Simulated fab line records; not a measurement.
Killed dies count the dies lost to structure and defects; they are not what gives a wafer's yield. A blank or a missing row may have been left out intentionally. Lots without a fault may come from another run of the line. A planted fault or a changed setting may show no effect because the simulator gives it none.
Comparing a struck lot with a sound one    flow nand harc    40 out of 1159 route steps
Sound: these wafers, L268.4, L268.5, L268.6. The struck wafers were L255.2, L255.3, L255.6. The cause is given at the end.
Each step with rows lists, per side, the tool, then ch with its chambers, then its first start. Under that, the readings that differ: sound wafers    struck wafers    difference of the means    sigmas: that difference in standard deviations of wafers without a fault.
alike: words and numbers the same on both sides, and readings whose means are apart by under 2 such deviations; not compared: readings that were withheld, readings missing a value for some wafer, numbers with overlapping values and no deviation given by the record, and bounds like >300 which may hide the same value.
Wherever a step has rows on one side only, a row that says differs or no value, or a row with sigmas, the two part there. When numbers do not overlap yet have no deviation, they are printed without sigmas and do not part them. Lack of a reading on every wafer of one side parts them only where that side has two or more wafers.

first, 2 steps without rows for these wafers: NHARC_A_CONTACT_ETCH_136 (etches the open film in C4F8/O2/Ar, time 132 s, target depth 1287 nm); NHARC_A_CONTACT_ETCH_137 (etches the open film in C4F8/O2/Ar, time 132 s, target depth 1287 nm).
NHARC_A_CONTACT_ETCH_138: etches the open film in C4F8/O2/Ar, time 132 s, target depth 1289 nm.
  sound on har cap etch-01 ch 0,1, day 21 12:59; struck on har cap etch-01 ch 0,1, day 18 19:37
  alike: oes air line au
  not compared: rf hours counter h
then, 3 steps without rows for these wafers: NHARC_A_CONTACT_ETCH_139 (etches the open film in C4F8/O2/Ar, time 137 s, target depth 590 nm); NHARC_A_CONTACT_ETCH_92 (etches the open film in CH3F/O2, target depth 40 nm, time 85.7 s); NHARC_A_CONTACT_ETCH_98 (etches the open film in C4F6/O2, target depth 20 nm, time 10 s).
NHARC_A_CONTACT_CD_MEAS_15:
  sound on cd sem-02 at day 21 13:40; struck on cd sem-01 at day 18 20:23
  alike: cd nm
then, 5 steps without rows for these wafers: NHARC_A_CONTACT_STRIP_107 (strips in N2/H2); NHARC_A_CONTACT_STRIP_108 (strips in CF4/CHF3); NHARC_A_CONTACT_STRIP_109 (strips in O2/COS); NHARC_A_CONTACT_ETCH_110 (etches the open film in CF4/O2, target depth 50 nm, overetch 5 nm, time 27.5 s); NHARC_A_CONTACT_STRIP_26 (strips in O2).
NHARC_A_CONTACT_STRIP_27: strips in post etch residue remover, time 600 s.
  sound on wet bench-07 ch 1,5,7, day 21 14:39; struck on wet bench-02 ch 2,4,7, day 18 21:09
  alike: bath heat duty pct
then, 2 steps without rows for these wafers: NHARC_A_CONTACT_ALD_18 (deposits TiN, target thk 3 nm, pulse time 1 s, ald cycles 150); NHARC_A_CONTACT_CVD_19 (deposits W, target thk 300 nm, time 802 s).
NHARC_A_CONTACT_CMP_20: polishes, t overpolish 30 s, target thk 300 nm.
  sound on cmp-01 ch 0,2,3, day 21 16:04; struck on cmp-02 ch 1,3, day 18 22:32
  alike: edge zone pressure frac, motor current A, overpolish run s, time to endpoint s
then, 11 steps without rows for these wafers: NHARC_A_CONTACT_SRD_22; NHARC_A_BLC_DEHYDRATE_00 (time 120 s); NHARC_A_BLC_HMDS_01 (time 30 s); NHARC_A_BLC_COAT_02 (time 75 s); NHARC_A_BLC_COAT_03 (time 65 s); NHARC_A_BLC_COAT_04 (resist thk 90 nm); NHARC_A_BLC_SOFTBAKE_05 (time 55 s); NHARC_A_BLC_EBR_06; NHARC_A_BLC_EXPOSE_07 (exposes mask A BLC, target cd 100 nm); NHARC_A_BLC_PEB_08 (peb time 65 s); NHARC_A_BLC_DEVELOP_09 (develop time 35 s).
NHARC_A_BLC_CD_MEAS_10 targets a cd of 100 nm.
  sound on cd sem-01 ch 0, day 21 16:56; struck on cd sem-03 ch 0, day 18 23:26
  alike: cd nm
NHARC_A_BLC_OVL_MEAS_11:
  sound on overlay-01 at day 21 17:01; struck on overlay-02 at day 18 23:31
reading            sound         struck          difference  sigmas
overlay y nm (nm)  -0.1 0.4 0.5  -1.2 -1.7 -2.1  -1.9        -3
  alike: overlay x nm
NHARC_A_BLC_DESCUM_15: chemistry O2, time 3 s.
  sound on rie diel-06 ch 0,2,3, day 21 17:08; struck on rie diel-02 ch 1,2,3, day 18 23:38
  alike: drypump motor current A, oes product au, rf vpp V, showerhead plenum p Torr, throttle valve pct
  not compared: rf hours counter h
then, 3 steps without rows for these wafers: NHARC_A_BLC_ETCH_16 (etches the open film in CF4, target depth 39 nm, time 65 s); NHARC_A_BLC_ETCH_17 (etches the open film in N2/H2, target depth 390 nm, time 609.38 s); NHARC_A_BLC_ETCH_18 (etches the open film in C4F8/O2/Ar, target depth 910 nm).
NHARC_A_BLC_CD_MEAS_19:
  sound on cd sem-01 at day 21 18:06; struck on cd sem-02 at day 19 00:39
  alike: cd nm
NHARC_A_BLC_STRIP_29: strips in CF4.
  sound on rie diel-09 ch 1,2, day 21 18:10; struck on rie diel-06 ch 1,2, day 19 00:43
  alike: cf4 flow sccm, drypump motor current A, oes product au, rf vpp V, showerhead plenum p Torr, throttle valve pct
  not compared: rf hours counter h
then, 2 steps without rows for these wafers: NHARC_A_BLC_STRIP_21 (strips in O2); NHARC_A_BLC_STRIP_22 (strips in post etch residue remover, time 600 s).
NHARC_A_BLC_DEGAS_30: time 60 s.
  sound on pvd sputter-03 at day 21 18:43; struck on pvd sputter-01 at day 19 01:24
  alike: heater power w
then, 1 step without rows for these wafers: NHARC_A_BLC_PRE_CLEAN_31 (time 15 s).
-- the record jumps here: 2 days lie between the struck wafers' starts before and after (it left off in module A_BLC and takes up again in module END, whose first step shown is number 1159 of the route) --
NHARC_END_SORT_01:
  only the struck wafers appear in the record here, on prober-02 ch 0 at day 21 04:17; the sound ones have no rows

== WHERE THEY PART ==
Last at NHARC_END_SORT_01 as far as this record goes, first at NHARC_A_BLC_OVL_MEAS_11.

WHY: what the simulator had put in
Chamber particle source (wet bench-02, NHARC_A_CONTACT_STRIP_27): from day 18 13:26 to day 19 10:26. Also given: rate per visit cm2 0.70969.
